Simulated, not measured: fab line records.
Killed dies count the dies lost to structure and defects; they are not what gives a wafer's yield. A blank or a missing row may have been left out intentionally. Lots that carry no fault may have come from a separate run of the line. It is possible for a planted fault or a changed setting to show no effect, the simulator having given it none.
Matching of chambers :: flow n5_finfet :: 4 sister chambers for N5_BEOL_M4_ALD_98 on ald_sin-01
The step deposits SiO2, target thk 2.5 nm, pulse time 1 s, co reactant pulse time 1 s. 8 wafers are shown with their chamber, then 7 later ones without.

== EACH WAFER AND ITS CHAMBER ==
wafer: L083.3
chamber: 2
heater_power_w (W): 70
precursor_pulse_height_rel: 0.981

wafer: L086.1
chamber: 3
heater_power_w (W): 76
precursor_pulse_height_rel: 0.995

wafer: L086.4
chamber: 2
heater_power_w (W): 69
precursor_pulse_height_rel: 0.960

wafer: L092.1
chamber: 1
heater_power_w (W): 75
precursor_pulse_height_rel: 1.037

wafer: L092.2
chamber: 0
heater_power_w (W): 81
precursor_pulse_height_rel: 1.033

wafer: L092.6
chamber: 1
heater_power_w (W): 72
precursor_pulse_height_rel: 0.987

wafer: L093.1
chamber: 3
heater_power_w (W): 76
precursor_pulse_height_rel: 1.026

wafer: L093.4
chamber: 0
heater_power_w (W): 81
precursor_pulse_height_rel: 1.011

== WAFERS WITH NO CHAMBER GIVEN ==
wafer: L093.5
heater_power_w (W): 81
precursor_pulse_height_rel: 1.029

wafer: L096.2
heater_power_w (W): 78
precursor_pulse_height_rel: 1.000

wafer: L096.3
heater_power_w (W): 71
precursor_pulse_height_rel: 1.006

wafer: L096.5
heater_power_w (W): 75
precursor_pulse_height_rel: 0.993

wafer: L097.1
heater_power_w (W): 71
precursor_pulse_height_rel: 1.010

wafer: L097.3
heater_power_w (W): 82
precursor_pulse_height_rel: 1.015

wafer: L097.5
heater_power_w (W): 78
precursor_pulse_height_rel: 1.004

== WHICH CHAMBER EACH WENT THROUGH ==
wafer: L093.5
from the rows above: 0
in truth: 0

wafer: L096.2
from the rows above: can't be placed: 3 or 0
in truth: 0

wafer: L096.3
from the rows above: can't be placed: 2 or 1
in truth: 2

wafer: L096.5
from the rows above: can't be placed: 3 or 1
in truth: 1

wafer: L097.1
from the rows above: can't be placed: 2 or 1
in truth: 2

wafer: L097.3
from the rows above: 0
in truth: 0

wafer: L097.5
from the rows above: can't be placed: 3 or 0
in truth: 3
Correct placement for 2 of the 7. Not placeable from these rows: 5 (in 5, the candidates include the true chamber). 0 placed wrongly.
How it was worked out, from the rows above alone: a wafer's distance from a chamber is the root of the sum, over the readings, of the square of ((its reading less the chamber's mean) divided by the reading's scatter). The wafer belongs to the nearest chamber; if the next one is less than 2 further off, it can't be placed. A chamber's mean is the mean of its shown wafers. The scatter is the square root of a quotient: the sum, over the shown wafers, of each reading's squared deviation from its chamber's mean, divided by wafers minus chambers.
